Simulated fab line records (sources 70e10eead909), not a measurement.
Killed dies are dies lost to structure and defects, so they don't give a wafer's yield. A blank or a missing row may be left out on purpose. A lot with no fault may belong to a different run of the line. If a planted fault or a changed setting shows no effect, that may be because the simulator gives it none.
fab line records	flow nandHarc
[record] lots = 13	wafers = 39	lastDay = 33
route steps=1302 shown A_CONTACT@1073 END@1302
lots that met no fault: taken from a fault-free run of the same line
startH: the number of hours between the record's first day and the start of the first shown wafer of the lot	waitH: how many hours have passed since the lot's step before this one	" the same as in the row above	L1.1+2: several wafers, shown together as one row	- no value present, or no start provided	* or withheld: withheld	< > ~ a bound
route shown NAME@n: names a module that has steps shown in the file, with the first one's number in the route	usual: mean/standard deviation of fault-free wafers	same: alike in all rows	chamber/n: place in a boat	sites: per-site readings	_std_site: their standard deviation	_edge_site: outer sites' mean less inner sites'	radiusMm: how far each site lies from the wafer's centre	mask NAME#n: copy n	behind: tool/chamber where the wafer was last shaped	hold: what put the lot on hold/how long, in hours/how the hold closed	device: transistor that didn't switch, given as n, p or np	end of line: the route-end tests of the same wafers	step lacking rows: just its recipe	killed: not the wafer's yield, but the dies lost to structure and defects at the first sort	map: dies across one wafer; x = killed, . = not, _ = none there
set.NAME: the setting as run; set.NAME@STEP: as run at that earlier step	model.NAME: the simulator's own value behind a step, which no gauge read
one table for each step of the route and one row for each wafer, over a sample of lots
services: the hour from which a tool's chamber was out of use, counted from the record's first day as startH (under 0 if before that day), plus the number of hours and why
[[steps]]
[step NHARC_A_CONTACT_SOFTBAKE_03]
[recipe] tempC = 105	timeS = 55
[usual] heaterPowerTotalW = 188.44/0.13
lot.wafer	tool	chamber	startH	waitH	heaterPowerTotalW
L423.1	lithoTrack-06	0	508	-	188.47
L423.4	"	0	"	"	188.55
L423.5	"	0	"	"	188.48
L424.1	lithoTrack-04	0	518	-	188.44
L424.4	"	0	"	"	188.52
L424.5	"	0	"	"	188.42
L427.2	lithoTrack-01	0	543	-	188.31
L427.3	"	0	"	"	188.43
L427.4	"	0	"	"	188.43
L425.1	lithoTrack-06	0	544	-	188.62
L425.3	"	0	"	"	188.34
L425.5	"	0	"	"	188.57
L428.1	lithoTrack-01	0	546	-	188.55
L428.4	"	0	"	"	188.32
L428.6	"	0	"	"	188.47
L426.1	lithoTrack-06	0	550	-	188.52
L426.3	"	0	"	"	188.46
L426.4	"	0	"	"	188.54
L430.2	lithoTrack-01	0	561	-	188.53
L430.3	"	0	"	"	188.48
L430.6	"	0	"	"	188.38
L431.2	lithoTrack-01	0	596	-	188.39
L431.5	"	0	"	"	188.44
L431.6	"	0	"	"	188.67
L432.2	lithoTrack-06	0	597	-	188.33
L432.3	"	0	"	"	188.65
L432.4	"	0	"	"	188.71
L436.2	lithoTrack-01	0	647	-	323.02
L436.4	"	0	"	"	323.65
L436.5	"	0	"	"	322.89
L437.2	lithoTrack-01	0	652	-	322.97
L437.3	"	0	"	"	323.08
L437.5	"	0	"	"	323.14
L445.1	lithoTrack-06	0	724	-	188.70
L445.2	"	0	"	"	188.76
L445.6	"	0	"	"	188.73
L446.1	lithoTrack-04	0	738	-	188.40
L446.3	"	0	"	"	188.29
L446.5	"	0	"	"	188.32
[step NHARC_A_CONTACT_CD_MEAS_08]
[recipe] targetCdNm = 200	landingEnergyEv = 500
[usual] cdNm = 200.0/0.61
[same] landingEnergyEv = 500
lot.wafer	tool	chamber	startH	waitH	cdNm
L423.1	cdSem-02	0	509.01	-	200.3
L423.4	"	0	"	"	200.1
L423.5	"	0	"	"	200.2
L424.1	cdSem-01	0	518.67	-	199.3
L424.4	"	0	"	"	200.4
L424.5	"	0	"	"	199.4
L427.2	cdSem-03	0	544.29	-	200.5
L427.3	"	0	"	"	199.9
L427.4	"	0	"	"	201.1
L425.1	cdSem-01	0	544.51	-	199.5
L425.3	"	0	"	"	199.3
L425.5	"	0	"	"	199.9
L428.1	cdSem-01	0	546.61	-	200.2
L428.4	"	0	"	"	200.0
L428.6	"	0	"	"	199.5
L426.1	cdSem-02	0	550.47	-	200.2
L426.3	"	0	"	"	200.2
L426.4	"	0	"	"	200.7
L430.2	cdSem-01	0	562.42	-	200.3
L430.3	"	0	"	"	201.0
L430.6	"	0	"	"	200.5
L431.2	cdSem-02	0	597.31	-	200.1
L431.5	"	0	"	"	200.0
L431.6	"	0	"	"	199.4
L432.2	cdSem-03	0	598.17	-	200.0
L432.3	"	0	"	"	199.7
L432.4	"	0	"	"	199.8
L436.2	cdSem-03	0	647.56	-	200.3
L436.4	"	0	"	"	200.6
L436.5	"	0	"	"	200.6
L437.2	cdSem-01	0	652.85	-	199.4
L437.3	"	0	"	"	198.9
L437.5	"	0	"	"	199.5
L445.1	cdSem-01	0	725.08	-	198.7
L445.2	"	0	"	"	199.3
L445.6	"	0	"	"	199.1
L446.1	cdSem-03	0	739.08	-	200.1
L446.3	"	0	"	"	200.2
L446.5	"	0	"	"	200.0
[step NHARC_A_CONTACT_OVL_MEAS_09]
[usual] overlayXNm = 0.0/0.73	overlayYNm = -0.1/0.84
lot.wafer	tool	chamber	startH	waitH	overlayXNm	overlayYNm
L423.1	overlay-01	-	509.10	-	-0.1	0.0
L423.4	"	-	"	"	0.2	0.5
L423.5	"	-	"	"	0.2	0.0
L424.1	overlay-02	-	518.76	-	-0.4	-0.6
L424.4	"	-	"	"	0.1	-0.5
L424.5	"	-	"	"	-0.5	-0.7
L427.2	overlay-02	-	544.38	-	-0.6	0.3
L427.3	"	-	"	"	-0.7	0.1
L427.4	"	-	"	"	-1.2	0.4
L425.1	overlay-02	-	544.60	-	-1.8	-0.4
L425.3	"	-	"	"	-1.7	-1.1
L425.5	"	-	"	"	-2.0	-0.7
L428.1	overlay-02	-	546.70	-	0.4	-0.5
L428.4	"	-	"	"	-0.2	-0.5
L428.6	"	-	"	"	-0.1	-0.1
L426.1	overlay-02	-	550.56	-	0.6	-2.3
L426.3	"	-	"	"	1.2	-1.3
L426.4	"	-	"	"	1.3	-1.5
L430.2	overlay-01	-	562.51	-	-0.3	-0.1
L430.3	"	-	"	"	-0.1	-0.5
L430.6	"	-	"	"	-0.7	0.0
L431.2	overlay-02	-	597.39	-	1.0	-0.1
L431.5	"	-	"	"	0.6	0.0
L431.6	"	-	"	"	1.1	-0.1
L432.2	overlay-02	-	598.25	-	-0.1	-0.5
L432.3	"	-	"	"	-0.2	0.1
L432.4	"	-	"	"	-0.2	0.0
L436.2	overlay-01	-	647.64	-	0.2	0.3
L436.4	"	-	"	"	-0.5	-0.2
L436.5	"	-	"	"	0.1	0.0
L437.2	overlay-01	-	652.94	-	0.6	-1.0
L437.3	"	-	"	"	-0.1	-1.1
L437.5	"	-	"	"	0.5	-0.9
L445.1	overlay-01	-	725.17	-	0.8	-0.3
L445.2	"	-	"	"	1.0	-0.7
L445.6	"	-	"	"	1.2	0.2
L446.1	overlay-01	-	739.16	-	0.7	1.0
L446.3	"	-	"	"	0.4	0.7
L446.5	"	-	"	"	0.3	1.2
[step NHARC_A_CONTACT_ETCH_88]
[recipe] targetDepthA = 390	overEtchFrac = 0.3	timeS = 65	ionEnergyEv = 80	cf4FlowSccm = 150	arFlowSccm = 0	rfW = 300	biasW = 100	chemistry = CF4
[usual] biasW = 100.02/0.29	drypumpMotorCurrentA = 5.8/0.5	oesProductAu = 1.004/0.0097	rfVppV = 151.1/1.4	showerheadPlenumPTorr = 1.76/0.09	throttleValvePct = 13.283/0.0093
lot.wafer	tool	chamber	startH	waitH	biasW	drypumpMotorCurrentA	oesProductAu	rfHoursCounterH	rfVppV	showerheadPlenumPTorr	throttleValvePct
L423.1	rieDiel-05	0	509.29	0.1	100.39	6.1	0.990	15	154.2	1.87	13.278
L423.4	"	2	"	"	100.88	6.5	0.992	16	149.5	1.64	13.277
L423.5	"	3	"	"	100.42	5.4	1.001	-	150.8	1.68	13.287
L424.4	rieDiel-05	1	518.94	0.1	100.13	5.8	0.997	16	151.0	1.66	13.297
L424.1	"	3	"	"	99.81	5.4	0.997	17	148.6	1.68	13.273
L424.5	"	2	"	"	99.91	6.4	1.001	-	148.7	1.64	13.276
L427.3	rieDiel-05	3	544.56	0.1	100.31	5.4	1.010	21	151.0	1.68	13.274
L427.2	"	0	"	"	99.56	6.1	0.993	21	153.4	1.87	13.271
L427.4	"	2	"	"	100.31	6.4	1.009	21	147.8	1.64	13.287
L425.1	rieDiel-10	1	544.78	0.1	99.89	6.5	0.998	38	151.1	1.75	13.296
L425.3	"	3	"	"	100.05	5.0	1.011	40	152.3	1.79	13.274
L425.5	"	2	"	"	99.99	5.9	0.986	-	152.4	1.82	13.297
L428.4	rieDiel-10	0	546.89	0.1	100.51	5.6	1.011	35	149.9	1.65	13.278
L428.1	"	2	"	"	100.23	5.9	0.981	44	153.0	1.82	13.292
L428.6	"	0	"	"	99.89	5.6	0.998	-	148.0	1.65	13.269
L426.3	rieDiel-06	3	550.75	0.1	99.66	5.3	1.009	19	151.5	1.73	13.280
L426.1	"	0	"	"	100.17	6.3	1.016	19	152.1	1.79	13.290
L426.4	"	1	"	"	99.90	6.0	1.005	19	149.7	1.66	13.267
L430.3	rieDiel-10	1	562.87	0.2	100.46	6.5	1.005	46	150.8	1.74	13.286
L430.2	"	2	"	"	100.21	6.0	0.985	50	150.7	1.82	13.274
L430.6	"	0	"	"	99.46	5.6	1.008	-	149.3	1.65	13.297
L431.2	rieDiel-05	3	597.57	0.1	99.83	5.4	1.028	0	149.8	1.68	13.293
L431.5	"	3	"	"	100.26	5.4	1.019	-	149.6	1.68	13.309
L431.6	"	0	"	"	100.01	6.1	1.005	-	151.4	1.87	13.283
L432.4	rieDiel-05	1	598.48	0.1	100.33	5.8	1.007	1	149.6	1.66	13.273
L432.2	"	3	"	"	100.04	5.4	1.011	1	151.6	1.68	13.282
L432.3	"	0	"	"	99.85	6.1	0.991	1	154.0	1.86	13.281
L436.4	rieDiel-10	2	647.88	0.1	100.23	6.0	1.020	12	151.5	1.81	13.272
L436.2	"	3	"	"	100.00	5.0	1.002	10	150.6	1.78	13.284
L436.5	"	1	"	"	99.71	6.5	1.002	-	151.0	1.74	13.275
L437.2	rieDiel-06	3	653.12	0.1	100.14	5.3	1.018	56	153.0	1.72	13.285
L437.3	"	2	"	"	99.62	4.6	1.009	58	151.8	1.77	13.299
L437.5	"	0	"	"	99.93	6.4	1.001	-	152.5	1.78	13.293
L445.2	rieDiel-06	0	725.37	0.1	100.43	6.3	1.009	17	152.2	1.77	13.270
L445.1	"	1	"	"	100.60	6.0	1.011	21	150.0	1.65	13.274
L445.6	"	3	"	"	100.20	5.3	0.999	-	149.6	1.71	13.275
L446.3	rieDiel-05	0	739.83	0.6	100.09	6.1	0.989	28	152.0	1.86	13.292
L446.1	"	1	"	"	100.21	5.8	1.002	28	150.4	1.65	13.290
L446.5	"	1	"	"	99.78	5.8	1.006	-	148.9	1.65	13.283
[step NHARC_END_SORT_01]
[recipe] tempC = 25
[usual] killedAtArray = 55/19	killedAtOther = 0.6/0.99	killedAtPeriphery = 4.2/2.6	killedDies = 60/18	killedOpen = 3.4/1.7	killedShort = 2.3/1.5
[same] grossDies = 677
lot.wafer	tool	chamber	startH	waitH	killedAtArray	killedAtOther	killedAtPeriphery	killedDies	killedOpen	killedShort
L423.1	prober-02	0	563.61	2.5	81	0	2	83	3	3
L423.4	prober-02	0	566.04	3.4	67	1	2	70	3	4
L423.5	prober-02	0	566.85	3.7	62	1	7	70	3	1
L424.1	prober-01	0	571.00	2.5	76	0	3	79	3	1
L424.4	prober-01	0	573.39	3.4	68	0	4	72	3	1
L424.5	prober-01	0	574.18	3.7	79	0	3	82	4	4
L428.1	prober-01	0	595.74	2.5	68	1	6	75	2	3
L428.4	prober-01	0	598.13	3.4	43	4	6	53	2	2
L428.6	prober-01	0	599.72	4.0	61	1	6	68	2	1
L427.2	prober-02	0	596.52	2.8	30	2	6	38	4	0
L427.3	prober-02	0	597.31	3.1	28	1	5	34	4	3
L427.4	prober-02	0	598.10	3.4	19	4	2	25	1	0
L425.1	prober-02	0	603.52	2.5	76	1	2	79	7	3
L425.3	prober-02	0	605.15	3.2	80	1	4	85	2	5
L425.5	prober-02	0	606.79	3.8	74	0	1	75	5	3
L426.1	prober-01	0	604.76	2.5	96	0	0	96	4	1
L426.3	prober-01	0	606.36	3.1	78	0	3	81	4	0
L426.4	prober-01	0	607.16	3.4	100	0	1	101	2	4
L430.2	prober-02	0	615.93	2.8	79	0	3	82	3	2
L430.3	prober-02	0	616.73	3.1	77	0	6	83	2	2
L430.6	prober-02	0	619.13	4.0	65	0	7	72	4	3
L431.2	prober-01	0	646.21	2.8	41	2	3	46	2	4
L431.5	prober-01	0	648.61	3.7	41	2	8	51	3	1
L431.6	prober-01	0	649.41	4.0	40	0	7	47	2	2
L432.2	prober-01	0	653.97	2.8	54	2	2	58	3	2
L432.3	prober-01	0	654.77	3.1	57	0	6	63	3	3
L432.4	prober-01	0	655.57	3.4	66	0	3	69	2	2
L436.2	prober-01	0	697.31	2.8	58	0	2	60	1	4
L436.4	prober-01	0	698.91	3.4	67	0	2	69	4	3
L436.5	prober-01	0	699.71	3.7	59	0	3	62	5	0
L437.2	prober-02	0	705.45	2.8	41	1	4	46	3	1
L437.3	prober-02	0	706.24	3.1	59	0	2	61	6	1
L437.5	prober-02	0	707.82	3.7	51	3	1	55	1	4
L445.1	prober-01	0	777.61	2.4	62	0	16	78	7	0
L445.2	prober-01	0	778.40	2.7	70	0	5	75	1	2
L445.6	prober-01	0	781.58	4.0	46	0	10	56	0	2
L446.1	prober-02	0	796.74	2.5	38	0	7	45	1	1
L446.3	prober-02	0	798.34	3.1	41	0	10	51	4	2
L446.5	prober-02	0	799.94	3.7	49	0	6	55	4	1
// killed by level:class
L423.1 A_SLIT:chamberFilmFlake=24 A_CHANNEL_HOLE_D2:chamberFilmFlake=18 A_CHANNEL_HOLE_D1:chamberFilmFlake=17 A_CONTACT:chamberFilmFlake=7 A_WL_FILL:chamberFilmFlake=5 A_DECK1_JOINT:chamberFilmFlake=2 P_CONTACT:geometricParticle:open=1 A_ONON_D1:geometricParticle:short=1
L423.4 A_CHANNEL_HOLE_D1:chamberFilmFlake=16 A_SLIT:chamberFilmFlake=16 A_CHANNEL_HOLE_D2:chamberFilmFlake=13 A_CONTACT:chamberFilmFlake=8 A_WL_FILL:chamberFilmFlake=5 P_CONTACT:chamberFilmFlake=2 A_ONON_D1:geometricParticle:short=1 A_CHANNEL_HOLE_D1:geometricParticle:open=1
L423.5 A_CHANNEL_HOLE_D1:chamberFilmFlake=15 A_CHANNEL_HOLE_D2:chamberFilmFlake=13 A_SLIT:chamberFilmFlake=13 A_CONTACT:chamberFilmFlake=11 A_WL_FILL:chamberFilmFlake=6 P_CONTACT:chamberFilmFlake=5 P_GATE:geometricParticle:open=1 P_M0:geometricParticle:open=1
L424.1 A_CHANNEL_HOLE_D2:chamberFilmFlake=29 A_SLIT:chamberFilmFlake=27 A_CHANNEL_HOLE_D1:chamberFilmFlake=4 A_SGD_CUT:chamberFilmFlake=4 P_STI:chamberFilmFlake=3 A_CHANNEL_FILL_D2:chamberFilmFlake=3 A_M0:chamberFilmFlake=3 A_ONON_D2:geometricParticle:short=1
L424.4 A_CHANNEL_HOLE_D2:chamberFilmFlake=33 A_SLIT:chamberFilmFlake=18 A_CHANNEL_HOLE_D1:chamberFilmFlake=5 A_STAIRCASE:chamberFilmFlake=3 A_SGD_CUT:chamberFilmFlake=3 P_M0:chamberFilmFlake=2 A_M0:chamberFilmFlake=2 P_GATE:geometricParticle:open=1
L424.5 A_CHANNEL_HOLE_D2:chamberFilmFlake=41 A_SLIT:chamberFilmFlake=25 A_CONTACT:chamberFilmFlake=3 P_CONTACT:geometricParticle:open=2 A_CHANNEL_FILL_D2:geometricParticle:short=2 A_ONON_D2:geometricParticle:open=1 A_WL_FILL:geometricParticle:short=1 A_CONTACT:geometricParticle:short=1
L428.1 A_CHANNEL_HOLE_D2:chamberFilmFlake=34 A_CHANNEL_HOLE_D1:chamberFilmFlake=24 A_CONTACT:chamberFilmFlake=3 P_ZERO_WELL:chamberFilmFlake=2 P_STI:geometricParticle:short=1 A_ONON_D2:geometricParticle:short=1 A_CHANNEL_FILL_D2:geometricParticle:short=1 A_WL_FILL:geometricParticle:open=1
L427.2 A_CHANNEL_HOLE_D2:chamberFilmFlake=9 P_GATE:chamberFilmFlake=6 A_CHANNEL_HOLE_D1:chamberFilmFlake=6 A_M1:chamberFilmFlake=4 A_STAIRCASE:chamberFilmFlake=3 A_DECK1_JOINT:geometricParticle:open=2 A_SLIT:chamberFilmFlake=2 A_CONTACT:chamberFilmFlake=2
L427.3 A_CHANNEL_HOLE_D2:chamberFilmFlake=11 A_CONTACT:chamberFilmFlake=6 P_GATE:chamberFilmFlake=4 A_CHANNEL_HOLE_D1:chamberFilmFlake=3 A_M1:chamberFilmFlake=2 P_CONTACT:geometricParticle:short=1 A_DECK1_JOINT:geometricParticle:open=1 A_DECK1_JOINT:geometricParticle:short=1
L427.4 A_CHANNEL_HOLE_D2:chamberFilmFlake=7 A_CHANNEL_HOLE_D1:chamberFilmFlake=4 THIN_TSV:chamberFilmFlake=4 A_STAIRCASE:chamberFilmFlake=3 P_GATE:chamberFilmFlake=2 A_CONTACT:chamberFilmFlake=2 A_BLC:geometricParticle:open=1 A_DECK1_JOINT:chamberFilmFlake=1
L428.4 A_CHANNEL_HOLE_D2:chamberFilmFlake=15 A_CHANNEL_HOLE_D1:chamberFilmFlake=14 P_ZERO_WELL:chamberFilmFlake=3 A_STAIRCASE:chamberFilmFlake=3 A_CONTACT:chamberFilmFlake=3 HYBRID_BOND:chamberFilmFlake=3 A_DECK1_JOINT:chamberFilmFlake=2 A_M1:chamberFilmFlake=2
L428.6 A_CHANNEL_HOLE_D1:chamberFilmFlake=27 A_CHANNEL_HOLE_D2:chamberFilmFlake=18 A_STAIRCASE:chamberFilmFlake=5 A_CONTACT:chamberFilmFlake=4 P_ZERO_WELL:chamberFilmFlake=2 P_STI:chamberFilmFlake=2 P_GATE:chamberFilmFlake=2 A_CHANNEL_FILL_D2:chamberFilmFlake=2
L425.1 A_CHANNEL_HOLE_D2:chamberFilmFlake=26 A_SLIT:chamberFilmFlake=26 A_STAIRCASE:chamberFilmFlake=6 A_CHANNEL_HOLE_D1:chamberFilmFlake=3 A_M1:chamberFilmFlake=3 A_DECK1_JOINT:geometricParticle:open=2 A_ONON_D2:geometricParticle:open=2 A_CHANNEL_FILL_D2:chamberFilmFlake=2
L426.1 A_CHANNEL_HOLE_D1:chamberFilmFlake=39 A_SLIT:chamberFilmFlake=24 A_CHANNEL_HOLE_D2:chamberFilmFlake=20 A_DECK1_JOINT:chamberFilmFlake=3 A_STAIRCASE:chamberFilmFlake=2 A_ONON_D2:geometricParticle:open=1 A_SGD_CUT:geometricParticle:open=1 A_BLC:geometricParticle:open=1
L425.3 A_CHANNEL_HOLE_D2:chamberFilmFlake=36 A_SLIT:chamberFilmFlake=22 A_STAIRCASE:chamberFilmFlake=8 A_CHANNEL_HOLE_D1:chamberFilmFlake=5 P_M2:chamberFilmFlake=3 A_CHANNEL_FILL_D1:geometricParticle:short=2 P_M0:geometricParticle:short=1 A_CHANNEL_HOLE_D1:geometricParticle:short=1
L426.3 A_SLIT:chamberFilmFlake=25 A_CHANNEL_HOLE_D2:chamberFilmFlake=24 A_CHANNEL_HOLE_D1:chamberFilmFlake=20 P_CONTACT:geometricParticle:open=3 A_CHANNEL_FILL_D2:chamberFilmFlake=3 A_STAIRCASE:chamberFilmFlake=3 A_CHANNEL_FILL_D2:geometricParticle:open=1 A_CONTACT:chamberFilmFlake=1
L425.5 A_SLIT:chamberFilmFlake=30 A_CHANNEL_HOLE_D2:chamberFilmFlake=25 A_CHANNEL_HOLE_D1:chamberFilmFlake=5 A_STAIRCASE:chamberFilmFlake=2 A_SGD_CUT:chamberFilmFlake=2 P_GATE:geometricParticle:open=1 A_ONON_D1:geometricParticle:short=1 A_ONON_D1:geometricParticle:open=1
L426.4 A_CHANNEL_HOLE_D2:chamberFilmFlake=38 A_CHANNEL_HOLE_D1:chamberFilmFlake=25 A_SLIT:chamberFilmFlake=24 A_CHANNEL_FILL_D2:chamberFilmFlake=3 A_STAIRCASE:chamberFilmFlake=3 A_ONON_D1:geometricParticle:short=2 P_CONTACT:geometricParticle:open=1 A_ONON_D1:geometricParticle:open=1
L430.2 A_CHANNEL_HOLE_D2:chamberFilmFlake=34 A_CHANNEL_HOLE_D1:chamberFilmFlake=27 A_STAIRCASE:chamberFilmFlake=5 A_CONTACT:chamberFilmFlake=4 P_ZERO_WELL:chamberFilmFlake=2 A_SLIT:chamberFilmFlake=2 A_CHANNEL_HOLE_D1:geometricParticle:open=1 A_CHANNEL_FILL_D1:geometricParticle:short=1
L430.3 A_CHANNEL_HOLE_D2:chamberFilmFlake=34 A_CHANNEL_HOLE_D1:chamberFilmFlake=26 A_CONTACT:chamberFilmFlake=4 P_BONDPAD:chamberFilmFlake=3 A_SLIT:chamberFilmFlake=3 P_GATE:chamberFilmFlake=2 A_STAIRCASE:chamberFilmFlake=2 A_BLC:chamberFilmFlake=2
L430.6 A_CHANNEL_HOLE_D1:chamberFilmFlake=27 A_CHANNEL_HOLE_D2:chamberFilmFlake=23 P_GATE:chamberFilmFlake=5 A_STAIRCASE:chamberFilmFlake=3 A_BLC:geometricParticle:open=2 A_SLIT:chamberFilmFlake=2 A_CONTACT:chamberFilmFlake=2 P_GATE:geometricParticle:open=1
L431.2 A_CHANNEL_HOLE_D2:chamberFilmFlake=16 A_CHANNEL_HOLE_D1:chamberFilmFlake=6 A_SLIT:chamberFilmFlake=6 A_CONTACT:chamberFilmFlake=4 A_STAIRCASE:chamberFilmFlake=3 A_CHANNEL_FILL_D2:geometricParticle:short=2 A_CHANNEL_FILL_D1:geometricParticle:short=1 A_ONON_D2:geometricParticle:open=1
L431.5 A_CHANNEL_HOLE_D2:chamberFilmFlake=15 A_SLIT:chamberFilmFlake=7 P_GATE:chamberFilmFlake=4 A_CONTACT:chamberFilmFlake=4 A_STAIRCASE:chamberFilmFlake=4 A_WL_FILL:chamberFilmFlake=4 A_CHANNEL_HOLE_D1:chamberFilmFlake=3 THIN_TSV:chamberFilmFlake=2
L431.6 A_CHANNEL_HOLE_D2:chamberFilmFlake=18 A_CHANNEL_HOLE_D1:chamberFilmFlake=7 A_STAIRCASE:chamberFilmFlake=6 P_GATE:chamberFilmFlake=4 A_SLIT:chamberFilmFlake=3 A_CONTACT:chamberFilmFlake=3 P_M0:geometricParticle:open=1 P_M0:geometricParticle:short=1
L432.2 A_SLIT:chamberFilmFlake=30 A_CHANNEL_HOLE_D2:chamberFilmFlake=8 A_CHANNEL_HOLE_D1:chamberFilmFlake=4 A_STAIRCASE:chamberFilmFlake=3 A_CONTACT:chamberFilmFlake=3 P_CONTACT:geometricParticle:open=1 A_CHANNEL_FILL_D2:geometricParticle:open=1 A_WL_FILL:geometricParticle:short=1
L432.3 A_SLIT:chamberFilmFlake=35 A_CHANNEL_HOLE_D2:chamberFilmFlake=8 A_CONTACT:chamberFilmFlake=7 A_CHANNEL_HOLE_D1:chamberFilmFlake=3 P_CONTACT:chamberFilmFlake=2 P_CONTACT:geometricParticle:open=1 P_M0:geometricParticle:open=1 P_M0:geometricParticle:short=1
L432.4 A_SLIT:chamberFilmFlake=33 A_CHANNEL_HOLE_D2:chamberFilmFlake=14 A_CHANNEL_HOLE_D1:chamberFilmFlake=7 A_CONTACT:chamberFilmFlake=5 A_CHANNEL_FILL_D2:chamberFilmFlake=2 A_WL_FILL:chamberFilmFlake=2 P_CONTACT:geometricParticle:open=1 P_M1:geometricParticle:open=1
L436.2 A_CHANNEL_HOLE_D1:chamberFilmFlake=23 A_CHANNEL_HOLE_D2:chamberFilmFlake=16 A_CONTACT:chamberFilmFlake=5 A_SLIT:chamberFilmFlake=3 A_WL_FILL:geometricParticle:short=2 P_ZERO_WELL:chamberFilmFlake=2 A_WL_FILL:chamberFilmFlake=2 A_M0:chamberFilmFlake=2
L436.4 A_CHANNEL_HOLE_D1:chamberFilmFlake=33 A_CHANNEL_HOLE_D2:chamberFilmFlake=16 A_M0:chamberFilmFlake=5 A_CHANNEL_FILL_D2:chamberFilmFlake=3 A_WL_FILL:geometricParticle:open=2 A_WL_FILL:chamberFilmFlake=2 P_CONTACT:geometricParticle:short=1 P_CONTACT:geometricParticle:open=1
L436.5 A_CHANNEL_HOLE_D1:chamberFilmFlake=23 A_CHANNEL_HOLE_D2:chamberFilmFlake=17 A_M0:chamberFilmFlake=4 A_WL_FILL:chamberFilmFlake=3 A_CHANNEL_FILL_D1:chamberFilmFlake=2 A_SLIT:chamberFilmFlake=2 A_CONTACT:chamberFilmFlake=2 P_M0:geometricParticle:open=1
L437.2 A_SLIT:chamberFilmFlake=24 A_CHANNEL_HOLE_D1:chamberFilmFlake=8 A_CHANNEL_FILL_D2:chamberFilmFlake=2 A_STAIRCASE:chamberFilmFlake=2 A_WL_FILL:chamberFilmFlake=2 P_STI:geometricParticle:open=1 P_CONTACT:geometricParticle:open=1 A_CHANNEL_FILL_D2:geometricParticle:short=1
L437.3 A_SLIT:chamberFilmFlake=26 A_CHANNEL_HOLE_D1:chamberFilmFlake=11 A_CONTACT:chamberFilmFlake=9 A_DECK1_JOINT:chamberFilmFlake=4 A_DECK1_JOINT:geometricParticle:open=2 A_CHANNEL_FILL_D2:chamberFilmFlake=2 P_GATE:geometricParticle:open=1 A_ONON_D1:geometricParticle:short=1
L437.5 A_SLIT:chamberFilmFlake=33 A_CHANNEL_HOLE_D1:chamberFilmFlake=8 A_CONTACT:chamberFilmFlake=4 A_DECK1_JOINT:geometricParticle:short=3 THIN_TSV:chamberFilmFlake=3 A_CHANNEL_HOLE_D1:geometricParticle:short=1 A_SGD_CUT:geometricParticle:open=1 P_GATE:chamberFilmFlake=1
L445.1 A_CHANNEL_HOLE_D2:chamberFilmFlake=30 A_CONTACT:chamberFilmFlake=13 P_STI:chamberFilmFlake=12 A_SLIT:chamberFilmFlake=7 A_STAIRCASE:chamberFilmFlake=3 P_CONTACT:geometricParticle:open=2 A_ONON_D2:geometricParticle:open=2 A_CHANNEL_FILL_D2:chamberFilmFlake=2
L445.2 A_CHANNEL_HOLE_D2:chamberFilmFlake=34 A_CONTACT:chamberFilmFlake=16 A_SLIT:chamberFilmFlake=7 A_STAIRCASE:chamberFilmFlake=6 P_STI:chamberFilmFlake=3 A_ONON_D2:geometricParticle:short=1 A_CHANNEL_HOLE_D2:geometricParticle:short=1 A_WL_FILL:geometricParticle:open=1
L445.6 A_CHANNEL_HOLE_D2:chamberFilmFlake=23 A_CONTACT:chamberFilmFlake=9 A_SLIT:chamberFilmFlake=7 P_STI:chamberFilmFlake=4 A_STAIRCASE:chamberFilmFlake=4 P_CONTACT:geometricParticle:short=2 P_GATE:chamberFilmFlake=2 P_M2:chamberFilmFlake=2
L446.1 A_SLIT:chamberFilmFlake=33 P_GATE:chamberFilmFlake=5 P_CONTACT:geometricParticle:short=1 A_BLC:geometricParticle:open=1 P_STI:chamberFilmFlake=1 A_ZERO_WELL:chamberFilmFlake=1 A_DECK1_JOINT:chamberFilmFlake=1 A_CHANNEL_FILL_D2:chamberFilmFlake=1
L446.3 A_SLIT:chamberFilmFlake=33 P_GATE:chamberFilmFlake=6 A_DECK1_JOINT:geometricParticle:open=2 A_STAIRCASE:chamberFilmFlake=2 P_CONTACT:geometricParticle:short=1 P_BONDPAD:geometricParticle:open=1 A_WL_FILL:geometricParticle:short=1 A_WL_FILL:geometricParticle:open=1
L446.5 A_SLIT:chamberFilmFlake=37 A_STAIRCASE:chamberFilmFlake=4 P_GATE:chamberFilmFlake=2 A_CHANNEL_HOLE_D2:chamberFilmFlake=2 P_CONTACT:geometricParticle:open=1 P_M0:geometricParticle:open=1 A_DECK1_JOINT:geometricParticle:open=1 A_CHANNEL_FILL_D2:geometricParticle:short=1
[[services]]
tool	chamber	startH	hours	kind
rieDiel-06	-	486.56	9.0	pm
rieDiel-05	0	489.15	-	clean
rieDiel-05	1	489.15	-	clean
rieDiel-05	2	489.15	-	clean
rieDiel-05	3	489.15	-	clean
lithoTrack-01	-	505.00	7.0	pm
rieDiel-05	0	513.65	-	clean
rieDiel-05	1	513.65	-	clean
rieDiel-05	2	513.65	-	clean
lithoTrack-06	-	529.00	7.0	pm
lithoTrack-04	-	553.00	7.0	pm
rieDiel-06	3	557.88	3.3	repair
rieDiel-05	-	583.65	9.0	pm
rieDiel-10	-	596.69	9.0	pm
rieDiel-06	0	602.96	9.3	repair
rieDiel-05	0	617.74	2.8	repair
rieDiel-06	1	636.48	1.5	repair
rieDiel-06	-	663.58	9.0	pm
lithoTrack-01	-	680.00	7.0	pm
rieDiel-06	0	695.97	2.9	repair
lithoTrack-06	-	704.00	7.0	pm
rieDiel-10	0	726.04	1.5	repair
lithoTrack-04	-	728.00	7.0	pm
rieDiel-10	3	738.09	11.7	repair
[[key]]
[firstSign] step = NHARC_A_CONTACT_SOFTBAKE_03	reading = heaterPowerTotalW	direction = up	sigmas = 99+	usual = *	struck = *
effect none on later readings
metAt NHARC_A_CONTACT_SOFTBAKE_03
struckLots L436,L437
testerLeftOut L436,L437
notActingAt NHARC_A_CONTACT_CD_MEAS_08,NHARC_A_CONTACT_OVL_MEAS_09,NHARC_A_CONTACT_ETCH_88
onsetBetween 596 647
[fault] kind = processParameterDrift	tool = lithoTrack-01	chamber = -	onsetH = 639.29	steps = NHARC_A_CONTACT_SOFTBAKE_03	channel = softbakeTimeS	offset = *	shape = step	endH = 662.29	actsIn = *	stated = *
// testerLeftOut: of these lots the tester's yield and bins aren't shown, on N5 and GAA mostly nor the transistor test; their killed dies are dies lost to structure and defects alone, not to doping, threshold or leakage, so they don't give the yield
